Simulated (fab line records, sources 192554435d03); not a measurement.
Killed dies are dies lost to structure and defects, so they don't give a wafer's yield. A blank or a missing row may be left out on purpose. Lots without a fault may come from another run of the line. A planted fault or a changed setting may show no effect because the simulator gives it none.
fab line records | flow n5_finfet
record lots=24 wafers=72 last_day=19
route steps=1938 shown WELL_APT@56 FIN_SAQP@98 FIN_CUT@176
lots that met no fault: from a run of the same line without faults
start_h: hours from the record's first day to the start of the lot's first wafer shown | wait_h: hours since the lot's step before | " the same as in the row above | L1.1+2: a row that stands for several wafers | - no value, or no start given | * or withheld: withheld | < > ~ a bound
route shown NAME@n: a module of which the file shows steps, and the number in the route of the first | usual: mean/standard deviation of fault-free wafers | same: alike in all rows | chamber/n: place in a boat | sites: the reading at each site | _std_site: their standard deviation | _edge_site: outer sites' mean less inner sites' | radius_mm: how far each site lies from the wafer's centre | mask NAME#n: copy n | behind: the tool/chamber that last shaped the wafer | hold: why the lot was held/for how many hours/how that ended | device: the transistor (n, p or np) that didn't switch | end of line: the same wafers' tests at the end of the route | a step without rows: its recipe alone | killed: dies lost to structure and defects at the first sort, not the wafer's yield | map: a wafer's dies, x killed, . not, _ none there
set.NAME: the setting as run; set.NAME@STEP: as run at that earlier step | model.NAME: the simulator's own value behind a step, which no gauge read
steps of the route over a sample of lots; a table a step, a row a wafer
services: from which hour (start_h, from the record's first day; less than 0 if before it) a tool's chamber was out of use, for how many hours, and why
## steps
# step N5_WELL_APT_INSPECT_38
# recipe inspect_instrument=darkfield mode=post_epi
# usual raw_defect_count=13/4.9
# columns lot.wafer tool chamber start_h wait_h raw_defect_count
L074.1 defect_inspect-02 - 16.82 0.6 11
L074.2 " - " " 19
L074.6 " - " " 19
L075.2 defect_inspect-01 - 23.21 0.4 13
L075.3 " - " " 7
L075.5 " - " " 6
L076.3 defect_inspect-02 - 29.21 0.4 16
L076.4 " - " " 9
L076.5 " - " " 22
L077.2 defect_inspect-02 - 35.17 0.4 8
L077.3 " - " " 12
L077.5 " - " " 16
L078.3 defect_inspect-02 - 40.92 0.3 19
L078.4 " - " " 4
L078.6 " - " " 8
L079.1 defect_inspect-02 - 47.02 0.5 25
L079.3 " - " " 23
L079.4 " - " " 21
L080.3 defect_inspect-01 - 53.37 0.4 15
L080.4 " - " " 17
L080.5 " - " " 17
L081.4 defect_inspect-02 - 59.13 0.2 6
L081.5 " - " " 10
L081.6 " - " " 15
L082.1 defect_inspect-01 - 65.22 0.5 14
L082.2 " - " " 9
L082.4 " - " " 10
L083.1 defect_inspect-02 - 71.39 0.5 11
L083.4 " - " " 12
L083.5 " - " " 18
L084.4 defect_inspect-01 - 77.31 0.3 7
L084.5 " - " " 21
L084.6 " - " " 8
L085.1 defect_inspect-01 - 82.61 0.5 6
L085.2 " - " " 8
L085.6 " - " " 6
L086.2 defect_inspect-01 - 88.78 0.4 14
L086.3 " - " " 19
L086.4 " - " " 13
L087.2 defect_inspect-02 - 94.60 0.4 11
L087.3 " - " " 14
L087.4 " - " " 19
L088.1 defect_inspect-01 - 100.67 0.6 21
L088.3 " - " " 15
L088.5 " - " " 19
L089.2 defect_inspect-01 - 106.47 0.4 18
L089.4 " - " " 16
L089.5 " - " " 10
L090.1 defect_inspect-01 - 112.93 0.5 23
L090.2 " - " " 17
L090.4 " - " " 11
L091.2 defect_inspect-01 - 118.57 0.4 8
L091.4 " - " " 11
L091.5 " - " " 5
L092.1 defect_inspect-01 - 124.99 0.5 8
L092.2 " - " " 7
L092.3 " - " " 11
L093.1 defect_inspect-02 - 131.04 0.5 19
L093.2 " - " " 23
L093.4 " - " " 15
L094.2 defect_inspect-02 - 136.79 0.4 17
L094.3 " - " " 15
L094.4 " - " " 20
L095.3 defect_inspect-02 - 143.34 0.3 10
L095.4 " - " " 14
L095.5 " - " " 16
L096.2 defect_inspect-01 - 148.69 0.5 22
L096.3 " - " " 18
L096.5 " - " " 11
L097.2 defect_inspect-02 - 155.09 0.4 14
L097.4 " - " " 22
L097.6 " - " " 16
# step N5_FIN_SAQP_PECVD_47
# recipe material=a-Si target_thk_a=450 temp_c=400 precursor=SiH4/He pressure_torr=3 rf_w=100 time_s=36.3
# usual heater_power_w=856/110 showerhead_plenum_p_Torr=5.657/0.024 throttle_valve_pct=18.2/0.9
# columns lot.wafer tool chamber start_h wait_h heater_power_w showerhead_plenum_p_Torr throttle_valve_pct
L074.1 pecvd-02 2 20.94 0.0 845 5.649 18.2
L074.2 " 0 " " 718 5.638 18.2
L074.6 " 1 " " 797 5.662 17.8
L075.2 pecvd-03 1 27.68 0.0 988 5.683 19.5
L075.3 " 0 " " 779 5.635 17.9
L075.5 " 0 " " 784 5.627 17.8
L076.3 pecvd-02 0 34.46 0.0 624 5.636 18.1
L076.4 " 2 " " 909 5.619 18.4
L076.5 " 0 " " 647 5.642 18.2
L077.2 pecvd-01 2 39.15 0.0 1035 5.661 17.5
L077.3 " 0 " " 897 5.657 17.5
L077.5 " 0 " " 917 5.652 17.5
L078.3 pecvd-01 0 45.27 0.0 916 5.647 17.5
L078.4 " 1 " " 940 5.715 20.8
L078.6 " 0 " " 937 5.657 17.3
L079.1 pecvd-02 0 51.21 0.0 630 5.644 18.4
L079.3 " 2 " " 840 5.620 18.1
L079.4 " 1 " " 824 5.657 17.8
L080.3 pecvd-02 0 57.83 0.0 628 5.639 18.2
L080.4 " 1 " " 802 5.656 17.8
L080.5 " 2 " " 779 5.620 18.1
L081.4 pecvd-03 2 63.53 0.1 979 5.685 17.7
L081.5 " 0 " " 753 5.649 18.0
L081.6 " 1 " " 1022 5.681 19.5
L082.1 pecvd-03 0 69.55 0.0 732 5.636 17.9
L082.2 " 2 " " 867 5.676 17.4
L082.4 " 2 " " 868 5.685 17.2
L083.1 pecvd-03 0 76.74 0.0 724 5.628 17.9
L083.4 " 0 " " 731 5.630 18.0
L083.5 " 1 " " 1022 5.679 19.3
L084.4 pecvd-01 2 81.99 0.1 998 5.664 17.3
L084.5 " 1 " " 890 5.693 20.6
L084.6 " 0 " " 870 5.635 17.3
L085.1 pecvd-03 2 87.73 0.0 978 5.673 17.5
L085.2 " 0 " " 746 5.634 17.9
L085.6 " 1 " " 958 5.682 19.6
L086.2 pecvd-01 0 92.73 0.0 897 5.640 17.3
L086.3 " 1 " " 940 5.697 20.5
L086.4 " 0 " " 892 5.652 17.6
L087.2 pecvd-02 2 100.21 0.0 806 5.617 18.1
L087.3 " 1 " " 809 5.658 17.6
L087.4 " 2 " " 805 5.634 18.2
L088.1 pecvd-02 1 104.78 0.0 794 5.655 17.5
L088.3 " 2 " " 825 5.625 17.7
L088.5 " 1 " " 779 5.664 17.7
L089.2 pecvd-02 2 110.42 0.0 849 5.618 18.1
L089.4 " 1 " " 862 5.659 17.8
L089.5 " 0 " " 705 5.653 18.2
L090.1 pecvd-01 0 116.88 0.0 937 5.640 17.6
L090.2 " 1 " " 915 5.705 20.5
L090.4 " 2 " " 1027 5.678 17.4
L091.2 pecvd-02 2 122.68 0.0 852 5.631 18.2
L091.4 " 1 " " 854 5.658 17.6
L091.5 " 0 " " 691 5.640 18.4
L092.1 pecvd-02 0 128.83 0.0 720 5.629 18.2
L092.2 " 1 " " 814 5.674 17.3
L092.3 " 2 " " 840 5.630 18.0
L093.1 pecvd-01 1 135.05 0.0 978 5.715 20.5
L093.2 " 0 " " 944 5.646 17.3
L093.4 " 1 " " 960 5.719 20.4
L094.2 pecvd-03 2 140.81 0.0 962 5.683 17.5
L094.3 " 0 " " 712 5.628 17.8
L094.4 " 2 " " 998 5.698 17.6
L095.3 pecvd-03 2 147.45 0.0 943 5.675 17.6
L095.4 " 2 " " 958 5.695 17.3
L095.5 " 1 " " 961 5.670 19.8
L096.2 pecvd-03 2 152.85 0.0 983 5.697 17.7
L096.3 " 1 " " 990 5.678 19.3
L096.5 " 0 " " 775 5.649 17.9
L097.2 pecvd-02 1 159.54 0.0 866 5.672 18.0
L097.4 " 2 " " 809 5.652 18.0
L097.6 " 0 " " 741 5.636 18.5
# step N5_FIN_SAQP_DESCUM_21
# recipe chemistry=O2 time_s=7.9 source_power_w=50 bias_power_w=20 pressure_mtorr=20 rf_frequency_hz=2.712e+07 temp_c=40 resist=CAR-ArF o2_flow_sccm=225
# usual drypump_motor_current_A=5.53/0.27 oes_product_au=0.76/0.085 rf_vpp_V=242.9/1.4 showerhead_plenum_p_Torr=2.08/0.071 throttle_valve_pct=20.36/0.19
# columns lot.wafer tool chamber start_h wait_h drypump_motor_current_A oes_product_au rf_hours_counter_h rf_vpp_V showerhead_plenum_p_Torr throttle_valve_pct
L074.1 rie_diel-04 3 21.89 0.2 5.24 0.78 120 242.7 2.10 20.24
L074.2 " 0 " " 5.53 0.75 164 242.2 2.09 20.31
L074.6 " 0 " " 5.53 0.76 - 244.2 2.09 20.32
L075.2 rie_diel-04 0 28.53 0.0 5.50 0.75 167 243.1 2.09 20.34
L075.3 " 3 " " 5.20 0.78 122 243.0 2.09 20.23
L075.5 " 1 " " 5.91 0.76 - 241.1 1.99 20.20
L076.3 rie_diel-03 2 35.20 0.2 4.92 0.71 225 240.3 1.99 20.84
L076.4 " 0 " " 5.83 0.71 221 244.7 2.15 20.07
L076.5 " 2 " " 4.94 0.70 - 241.1 1.99 20.85
L077.2 rie_diel-04 0 40.00 0.0 5.52 0.76 171 243.9 2.09 20.34
L077.3 " 3 " " 5.22 0.79 125 242.1 2.09 20.25
L077.5 " 0 " " 5.51 0.76 - 243.9 2.09 20.33
L078.3 rie_diel-03 0 46.43 0.4 5.85 0.70 225 244.3 2.15 20.07
L078.4 " 3 " " 5.44 0.96 4 244.3 2.17 20.52
L078.6 " 2 " " 4.92 0.70 - 241.4 1.99 20.86
L079.1 rie_diel-04 2 52.31 0.5 5.39 0.71 206 243.2 2.07 20.27
L079.3 " 0 " " 5.51 0.75 175 243.0 2.09 20.36
L079.4 " 3 " " 5.20 0.78 129 241.7 2.09 20.24
L080.3 rie_diel-01 0 58.58 0.0 5.33 0.74 159 245.2 2.17 20.30
L080.4 " 3 " " 5.24 0.69 - 242.8 2.04 20.42
L080.5 " 2 " " 5.77 0.76 - 243.0 2.00 20.41
L081.4 rie_diel-01 2 64.28 0.0 5.78 0.75 - 242.2 2.00 20.43
L081.5 " 3 " " 5.24 0.69 - 243.2 2.04 20.43
L081.6 " 0 " " 5.36 0.73 - 244.4 2.17 20.30
L082.1 rie_diel-01 3 70.18 0.0 5.25 0.68 248 242.5 2.04 20.42
L082.2 " 0 " " 5.34 0.74 164 244.4 2.17 20.29
L082.4 " 2 " " 5.76 0.75 160 240.6 2.00 20.43
L083.1 rie_diel-04 3 77.98 0.5 5.22 0.77 138 243.4 2.09 20.27
L083.4 " 2 " " 5.40 0.70 215 242.4 2.07 20.29
L083.5 " 3 " " 5.23 0.77 - 242.0 2.09 20.25
L084.4 rie_diel-04 2 82.72 0.0 5.41 0.71 217 243.4 2.07 20.28
L084.5 " 3 " " 5.20 0.78 - 244.0 2.09 20.26
L084.6 " 2 " " 5.42 0.71 - 242.2 2.07 20.28
L085.1 rie_diel-04 3 88.48 0.0 5.21 0.76 142 241.8 2.09 20.26
L085.2 " 2 " " 5.40 0.69 219 242.6 2.07 20.30
L085.6 " 0 " " 5.53 0.75 - 241.2 2.08 20.36
L086.2 rie_diel-04 3 93.49 0.0 5.20 0.77 144 242.5 2.09 20.27
L086.3 " 2 " " 5.42 0.70 221 241.5 2.07 20.27
L086.4 " 0 " " 5.51 0.74 189 243.7 2.08 20.34
L087.2 rie_diel-03 1 100.96 0.0 5.84 0.68 209 245.0 2.16 20.65
L087.3 " 0 " " 5.84 0.70 245 243.4 2.14 20.11
L087.4 " 1 " " 5.85 0.68 - 245.0 2.16 20.63
L088.1 rie_diel-03 0 105.54 0.0 5.82 0.70 247 245.1 2.14 20.12
L088.3 " 3 " " 5.43 0.91 27 244.2 2.16 20.56
L088.5 " 3 " " 5.42 0.91 - 244.6 2.16 20.57
L089.2 rie_diel-04 2 111.17 0.0 5.41 0.71 226 241.5 2.07 20.30
L089.4 " 1 " " 5.91 0.74 186 241.9 1.98 20.26
L089.5 " 3 " " 5.22 0.77 - 244.0 2.08 20.29
L090.1 rie_diel-03 3 118.09 0.5 5.44 0.88 33 244.1 2.16 20.59
L090.2 " 1 " " 5.84 0.68 217 244.3 2.16 20.64
L090.4 " 0 " " 5.85 0.69 - 244.8 2.14 20.11
L091.2 rie_diel-03 0 123.44 0.0 5.81 0.68 255 245.0 2.14 20.12
L091.4 " 3 " " 5.42 0.88 - 244.1 2.16 20.57
L091.5 " 1 " " 5.84 0.68 - 243.2 2.16 20.64
L092.1 rie_diel-03 1 129.59 0.0 5.85 0.68 220 244.3 2.16 20.64
L092.2 " 3 " " 5.43 0.88 36 243.9 2.16 20.57
L092.3 " 2 " " 4.95 0.99 1 246.7 2.25 20.46
L093.1 rie_diel-01 3 136.10 0.3 5.22 0.93 13 243.8 2.03 20.06
L093.2 " 1 " " 5.63 0.70 202 240.3 1.99 20.37
L093.4 " 1 " " 5.64 0.70 - 241.6 1.99 20.38
L094.2 rie_diel-01 1 141.56 0.0 5.62 0.70 205 240.1 1.99 20.37
L094.3 " 3 " " 5.25 0.91 16 242.7 2.03 20.08
L094.4 " 0 " " 5.34 0.72 187 243.7 2.16 20.32
L095.3 rie_diel-01 2 148.36 0.2 5.78 0.73 189 240.8 1.99 20.46
L095.4 " 1 " " 5.63 0.70 206 241.0 1.99 20.40
L095.5 " 3 " " 5.25 0.92 - 242.3 2.03 20.07
L096.2 rie_diel-01 0 153.87 0.4 5.34 0.71 191 243.4 2.16 20.33
L096.3 " 3 " " 5.25 0.91 20 242.0 2.03 20.09
L096.5 " 3 " " 5.23 0.91 - 243.5 2.03 20.10
L097.2 rie_diel-03 0 160.41 0.1 5.82 0.98 4 243.5 2.14 19.82
L097.4 " 1 " " 5.83 0.67 231 244.3 2.16 20.64
L097.6 " 3 " " 5.44 0.87 - 243.1 2.15 20.58
# step N5_FIN_SAQP_STRIP_55
# recipe chemistry=N2/H2 power_w=500 temp_c=40 pressure_mtorr=50 rf_frequency_hz=6e+07 overash_fraction=0.3 bias_power_w=28 h2_frac=0.5 n2_flow_sccm=300 h2_flow_sccm=300
# usual drypump_motor_current_A=5.53/0.28 h2_flow_sccm=300.0/0.94 n2_flow_sccm=300.0/0.75 oes_product_au=0.75/0.075 rf_vpp_V=121.6/1.6 showerhead_plenum_p_Torr=3.34/0.12 throttle_valve_pct=18.9/0.31
# same overash_fraction=0.3
# columns lot.wafer tool chamber start_h wait_h drypump_motor_current_A h2_flow_sccm n2_flow_sccm oes_product_au rf_hours_counter_h rf_vpp_V showerhead_plenum_p_Torr throttle_valve_pct
L074.1 rie_diel-04 0 22.27 0.1 5.55 299.9 299.0 0.75 164 123.5 3.36 19.3
L074.2 " 2 " " 5.42 300.2 299.1 0.73 196 122.0 3.33 18.4
L074.6 " 2 " " 5.39 299.1 299.8 0.72 - 120.0 3.33 18.4
L075.2 rie_diel-03 1 28.92 0.1 5.84 300.5 300.4 0.71 181 122.4 3.48 19.2
L075.3 " 0 " " 5.86 298.8 300.9 0.72 218 124.0 3.47 18.8
L075.5 " 0 " " 5.86 298.4 299.9 0.72 - 124.2 3.47 18.7
L076.3 rie_diel-01 0 35.59 0.1 5.36 300.0 300.3 0.76 150 122.7 3.49 19.1
L076.4 " 1 " " 5.67 300.3 299.0 0.73 174 119.2 3.20 18.7
L076.5 " 2 " " 5.79 300.6 301.4 0.78 - 120.2 3.22 18.8
L077.2 rie_diel-04 2 40.38 0.1 5.42 300.6 300.1 0.72 202 121.6 3.32 18.5
L077.3 " 0 " " 5.54 300.9 299.7 0.75 171 121.6 3.36 19.3
L077.5 " 2 " " 5.42 300.7 300.7 0.72 - 120.3 3.32 18.5
L078.3 rie_diel-01 3 46.90 0.1 5.24 300.7 299.7 0.69 237 120.1 3.30 18.6
L078.4 " 2 " " 5.77 299.4 299.2 0.77 149 123.3 3.22 18.8
L078.6 " 3 " " 5.26 299.8 300.3 0.69 - 122.6 3.30 18.6
L079.1 rie_diel-03 1 52.87 0.2 5.85 300.4 299.7 0.68 192 120.7 3.47 19.2
L079.3 " 2 " " 4.96 299.2 300.7 0.70 233 119.7 3.19 19.3
L079.4 " 3 " " 5.45 299.5 299.5 0.96 7 123.1 3.43 18.8
L080.3 rie_diel-03 0 58.96 0.1 5.85 299.7 302.3 0.70 229 123.3 3.46 18.8
L080.4 " 3 " " 5.45 299.1 299.6 0.96 9 123.2 3.43 18.8
L080.5 " 0 " " 5.84 300.2 299.6 0.71 - 122.7 3.46 18.7
L081.4 rie_diel-01 2 64.81 0.2 5.77 299.4 300.2 0.76 - 121.0 3.21 18.8
L081.5 " 3 " " 5.26 298.8 299.8 0.69 - 120.0 3.29 18.6
L081.6 " 0 " " 5.33 299.0 301.3 0.75 - 125.0 3.49 19.1
L082.1 rie_diel-01 2 70.56 0.1 5.79 297.8 299.9 0.75 160 120.8 3.21 18.8
L082.2 " 0 " " 5.37 300.4 300.5 0.75 164 124.3 3.49 19.1
L082.4 " 3 " " 5.24 300.1 299.5 0.68 248 123.1 3.29 18.6
L083.1 rie_diel-01 1 78.37 0.1 5.64 298.8 300.5 0.71 183 120.2 3.20 18.7
L083.4 " 0 " " 5.35 300.8 300.8 0.73 - 121.7 3.49 19.1
L083.5 " 1 " " 5.64 298.8 299.8 0.71 - 119.8 3.20 18.7
L084.4 rie_diel-01 3 83.10 0.0 5.26 299.1 300.3 0.68 250 121.0 3.29 18.6
L084.5 " 1 " " 5.66 300.7 300.1 0.71 - 121.7 3.20 18.7
L084.6 " 2 " " 5.79 299.4 300.4 0.76 - 119.5 3.21 18.8
L085.1 rie_diel-03 1 88.87 0.1 5.85 299.9 299.8 0.68 205 123.1 3.47 19.2
L085.2 " 0 " " 5.83 300.1 300.7 0.71 242 122.5 3.45 18.8
L085.6 " 2 " " 4.92 299.5 299.3 0.69 - 118.2 3.18 19.4
L086.2 rie_diel-01 0 93.87 0.1 5.33 299.5 300.2 0.74 174 120.9 3.48 19.2
L086.3 " 2 " " 5.78 300.5 299.5 0.74 170 121.9 3.21 18.8
L086.4 " 0 " " 5.33 300.5 300.1 0.73 - 120.9 3.48 19.2
L087.2 rie_diel-04 0 101.37 0.1 5.54 300.4 301.0 0.74 191 122.7 3.35 19.3
L087.3 " 2 " " 5.41 300.4 299.9 0.69 223 126.5 3.31 18.5
L087.4 " 1 " " 5.94 300.2 300.3 0.73 182 120.8 3.21 18.6
L088.1 rie_diel-03 0 105.92 0.1 5.87 299.4 300.4 0.69 247 120.1 3.45 18.8
L088.3 " 3 " " 5.46 301.1 299.2 0.90 27 121.0 3.42 18.8
L088.5 " 1 " " 5.85 300.7 300.2 0.69 - 124.5 3.46 19.2
L089.2 rie_diel-04 1 111.55 0.1 5.92 300.6 301.7 0.74 186 120.7 3.21 18.6
L089.4 " 0 " " 5.56 301.1 300.9 0.73 195 120.8 3.34 19.3
L089.5 " 2 " " 5.43 298.8 299.5 0.70 - 122.6 3.31 18.5
L090.1 rie_diel-04 3 118.47 0.1 5.24 299.6 301.7 0.76 152 121.1 3.38 19.3
L090.2 " 1 " " 5.95 300.6 299.7 0.74 188 120.1 3.21 18.6
L090.4 " 2 " " 5.41 301.2 301.4 0.70 229 123.1 3.31 18.5
L091.2 rie_diel-01 2 123.82 0.1 5.75 297.1 300.0 0.73 180 120.9 3.20 18.8
L091.4 " 1 " " 5.63 299.4 299.4 0.69 198 121.4 3.19 18.7
L091.5 " 1 " " 5.63 300.4 300.0 0.70 - 118.5 3.19 18.7
L092.1 rie_diel-03 3 129.97 0.1 5.43 302.0 300.1 0.90 36 121.7 3.42 18.8
L092.2 " 1 " " 5.86 299.1 300.2 0.68 220 122.3 3.46 19.2
L092.3 " 2 " " 4.95 300.4 300.2 0.99 1 121.9 3.58 18.9
L093.1 rie_diel-01 1 136.48 0.1 5.64 300.7 299.9 0.69 202 121.2 3.19 18.7
L093.2 " 2 " " 5.80 299.6 299.8 0.73 185 118.6 3.20 18.8
L093.4 " 2 " " 5.80 300.7 299.1 0.73 - 120.8 3.20 18.8
L094.2 rie_diel-03 2 141.94 0.1 4.95 300.1 298.5 0.96 7 122.3 3.58 18.9
L094.3 " 3 " " 5.44 299.4 300.0 0.88 42 124.2 3.42 18.8
L094.4 " 3 " " 5.45 299.0 300.1 0.88 - 122.6 3.42 18.8
L095.3 rie_diel-04 0 148.74 0.1 5.55 300.3 299.1 0.73 205 120.1 3.34 19.3
L095.4 " 2 " " 5.41 299.7 300.3 0.70 237 122.8 3.31 18.5
L095.5 " 1 " " 5.92 300.1 300.5 0.71 - 120.2 3.21 18.6
L096.2 rie_diel-04 3 154.27 0.1 5.23 300.0 298.7 0.75 163 117.8 3.37 19.2
L096.3 " 1 " " 5.92 300.3 298.7 0.72 199 121.5 3.21 18.6
L096.5 " 0 " " 5.53 300.0 300.8 0.73 - 120.7 3.34 19.4
L097.2 rie_diel-01 0 160.79 0.1 5.34 298.5 298.4 0.71 194 121.4 3.47 19.2
L097.4 " 1 " " 5.65 300.5 299.2 0.70 211 122.6 3.19 18.7
L097.6 " 0 " " 5.35 298.1 299.0 0.71 - 121.1 3.47 19.2
# step N5_FIN_SAQP_INSPECT_40
# recipe inspect_instrument=brightfield mode=aei
# usual raw_defect_count=244/71
# columns lot.wafer tool chamber start_h wait_h raw_defect_count
L074.1 defect_inspect-02 - 26.92 0.0 186
L074.2 " - " " 206
L074.6 " - " " 173
L075.2 defect_inspect-02 - 34.84 0.0 176
L075.3 " - " " 216
L075.5 " - " " 272
L076.3 defect_inspect-01 - 39.84 0.0 298
L076.4 " - " " 259
L076.5 " - " " 317
L077.2 defect_inspect-01 - 44.84 0.0 133
L077.3 " - " " 202
L077.5 " - " " 268
L078.3 defect_inspect-01 - 51.74 0.0 361
L078.4 " - " " 427
L078.6 " - " " 297
L079.1 defect_inspect-02 - 57.12 0.0 144
L079.3 " - " " 266
L079.4 " - " " 173
L080.3 defect_inspect-02 - 63.77 0.0 224
L080.4 " - " " 294
L080.5 " - " " 268
L081.4 defect_inspect-01 - 69.20 0.0 244
L081.5 " - " " 207
L081.6 " - " " 321
L082.1 defect_inspect-02 - 74.83 0.0 167
L082.2 " - " " 192
L082.4 " - " " 153
L083.1 defect_inspect-02 - 83.98 0.0 417
L083.4 " - " " 355
L083.5 " - " " 458
L084.4 defect_inspect-02 - 87.56 0.0 168
L084.5 " - " " 292
L084.6 " - " " 217
L085.1 defect_inspect-02 - 92.89 0.0 142
L085.2 " - " " 147
L085.6 " - " " 152
L086.2 defect_inspect-02 - 100.47 0.0 180
L086.3 " - " " 218
L086.4 " - " " 202
L087.2 defect_inspect-02 - 105.32 0.0 239
L087.3 " - " " 356
L087.4 " - " " 443
L088.1 defect_inspect-02 - 109.93 0.0 293
L088.3 " - " " 255
L088.5 " - " " 193
L089.2 defect_inspect-01 - 115.32 0.0 239
L089.4 " - " " 200
L089.5 " - " " 275
L090.1 defect_inspect-01 - 123.35 0.0 245
L090.2 " - " " 176
L090.4 " - " " 254
L091.2 defect_inspect-02 - 127.60 0.0 218
L091.4 " - " " 237
L091.5 " - " " 238
L092.1 defect_inspect-01 - 134.51 0.0 240
L092.2 " - " " 290
L092.3 " - " " 270
L093.1 defect_inspect-01 - 140.82 0.0 238
L093.2 " - " " 363
L093.4 " - " " 259
L094.2 defect_inspect-01 - 146.02 0.0 248
L094.3 " - " " 205
L094.4 " - " " 204
L095.3 defect_inspect-02 - 153.33 0.0 248
L095.4 " - " " 337
L095.5 " - " " 248
L096.2 defect_inspect-01 - 158.67 0.0 218
L096.3 " - " " 224
L096.5 " - " " 144
L097.2 defect_inspect-01 - 164.64 0.0 204
L097.4 " - " " 195
L097.6 " - " " 312
# step N5_FIN_CUT_CUT_ETCH_15
# recipe chemistry=HBr/Cl2/O2 target=Si target_depth_a=1000 bt_time_s=10 mask_material=SOC time_s=42.4 ion_energy_ev=* bias_w=* pressure_mtorr=10 icp_w=800 HBr_flow_sccm=150 Cl2_flow_sccm=80 O2_flow_sccm=12
# usual drypump_motor_current_A=5.6/0.55 oes_product_au=1.004/0.012 throttle_valve_pct=37.3/0.31
# columns lot.wafer tool chamber start_h wait_h drypump_motor_current_A oes_product_au rf_hours_counter_h throttle_valve_pct
L074.1 rie_si-03 1 27.98 0.1 6.8 1.004 19 37.1
L074.2 " 3 " " 5.5 0.980 68 37.7
L074.6 " 1 " " 6.8 1.000 - 37.1
L075.2 rie_si-01 3 35.98 0.1 4.7 1.016 188 37.5
L075.3 " 2 " " 5.1 0.997 175 37.9
L075.5 " 1 " " 5.9 1.005 - 37.0
L076.3 rie_si-04 0 41.00 0.1 5.4 1.014 12 37.4
L076.4 " 2 " " 5.8 1.001 146 37.0
L076.5 " 1 " " 4.8 0.999 - 37.0
L077.2 rie_si-04 1 45.90 0.1 4.8 0.995 38 37.0
L077.3 " 3 " " 5.6 0.997 164 37.0
L077.5 " 1 " " 4.8 0.994 - 37.0
L078.3 rie_si-03 2 52.79 0.0 5.6 1.017 9 37.0
L078.4 " 1 " " 6.8 1.006 20 37.1
L078.6 " 1 " " 6.8 1.002 - 37.1
L079.1 rie_si-04 1 58.78 0.1 4.8 1.002 39 37.0
L079.3 " 3 " " 5.6 0.999 164 37.0
L079.4 " 0 " " 5.5 1.009 12 37.4
L080.3 rie_si-04 2 64.83 0.0 5.7 1.005 147 37.0
L080.4 " 0 " " 5.4 1.021 12 37.4
L080.5 " 0 " " 5.4 1.002 - 37.4
L081.4 rie_si-03 0 71.33 0.0 6.2 1.004 143 37.5
L081.5 " 3 " " 5.4 0.987 - 37.7
L081.6 " 0 " " 6.2 1.013 - 37.5
L082.1 rie_si-03 2 76.08 0.1 5.6 1.006 9 37.0
L082.2 " 3 " " 5.5 0.979 69 37.7
L082.4 " 0 " " 6.2 1.006 143 37.5
L083.1 rie_si-01 3 85.08 0.1 4.7 1.013 189 37.5
L083.4 " 1 " " 5.9 1.002 171 37.0
L083.5 " 0 " " 5.4 1.038 - 37.2
L084.4 rie_si-03 3 88.74 0.0 5.4 0.975 69 37.7
L084.5 " 0 " " 6.2 1.010 - 37.5
L084.6 " 3 " " 5.4 0.984 - 37.7
L085.1 rie_si-03 0 94.47 0.1 6.2 1.000 144 37.5
L085.2 " 2 " " 5.7 1.007 10 37.0
L085.6 " 0 " " 6.2 1.007 - 37.5
L086.2 rie_si-01 2 101.72 0.1 5.1 0.997 176 37.9
L086.3 " 1 " " 5.9 1.003 171 37.0
L086.4 " 0 " " 5.4 1.037 71 37.2
L087.2 rie_si-01 2 106.38 0.1 5.1 0.998 177 37.9
L087.3 " 0 " " 5.4 1.038 71 37.2
L087.4 " 3 " " 4.7 1.012 190 37.5
L088.1 rie_si-03 0 111.08 0.1 6.2 1.004 144 37.5
L088.3 " 1 " " 6.8 1.001 21 37.1
L088.5 " 0 " " 6.2 1.003 - 37.5
L089.2 rie_si-01 3 116.55 0.1 4.7 1.015 190 37.5
L089.4 " 2 " " 5.1 0.996 177 37.9
L089.5 " 0 " " 5.4 1.039 - 37.2
L090.1 rie_si-01 3 124.68 0.1 4.7 1.007 190 37.5
L090.2 " 0 " " 5.4 1.034 71 37.2
L090.4 " 1 " " 6.0 1.001 172 37.0
L091.2 rie_si-04 3 128.80 0.1 5.6 1.004 166 37.0
L091.4 " 2 " " 5.8 0.994 148 37.0
L091.5 " 3 " " 5.6 1.013 - 37.0
L092.1 rie_si-04 1 135.69 0.1 4.8 1.005 40 37.0
L092.2 " 3 " " 5.6 1.005 166 37.0
L092.3 " 0 " " 5.5 1.010 13 37.4
L093.1 rie_si-04 3 141.88 0.1 5.6 0.998 166 37.0
L093.2 " 2 " " 5.8 1.009 148 37.0
L093.4 " 0 " " 5.4 1.004 13 37.4
L094.2 rie_si-01 3 147.21 0.1 4.7 1.009 190 37.5
L094.3 " 2 " " 5.1 1.007 177 37.9
L094.4 " 1 " " 6.0 1.004 172 37.0
L095.3 rie_si-04 1 154.51 0.0 4.8 1.000 40 37.0
L095.4 " 3 " " 5.6 1.000 166 37.0
L095.5 " 0 " " 5.4 1.010 - 37.4
L096.2 rie_si-04 2 160.33 0.1 5.8 0.996 149 37.0
L096.3 " 1 " " 4.8 1.000 41 37.0
L096.5 " 0 " " 5.4 1.020 - 37.4
L097.2 rie_si-04 3 165.69 0.1 5.6 0.999 166 37.0
L097.4 " 0 " " 5.5 1.012 14 37.4
L097.6 " 2 " " 5.8 0.998 - 37.0
## services
# columns tool chamber start_h hours kind
rie_diel-03 - -0.06 2.0 repair
rie_si-03 0 12.53 2.4 repair
pecvd-03 0 15.37 4.8 repair
rie_diel-03 0 17.95 3.1 repair
pecvd-01 1 25.92 5.0 repair
rie_diel-04 3 31.04 2.3 repair
rie_diel-01 - 37.50 1.2 repair
rie_si-03 - 44.43 0.6 repair
rie_diel-04 - 48.86 2.8 pm
rie_diel-04 0 55.90 3.5 repair
rie_diel-01 - 59.04 2.4 repair
pecvd-02 - 64.56 33.2 repair
rie_diel-01 3 71.90 8.0 repair
pecvd-03 - 79.11 2.8 pm
rie_si-03 0 96.08 10.2 repair
rie_diel-01 1 97.91 3.7 repair
pecvd-03 - 105.77 0.7 repair
rie_diel-01 0 130.07 9.3 repair
pecvd-03 - 130.46 0.9 repair
rie_diel-01 - 130.59 0.9 repair
rie_si-03 2 144.22 29.4 repair
rie_si-03 - 148.63 11.8 repair
rie_diel-03 - 149.57 2.8 pm
rie_diel-04 0 165.31 3.0 repair
## key
fault none
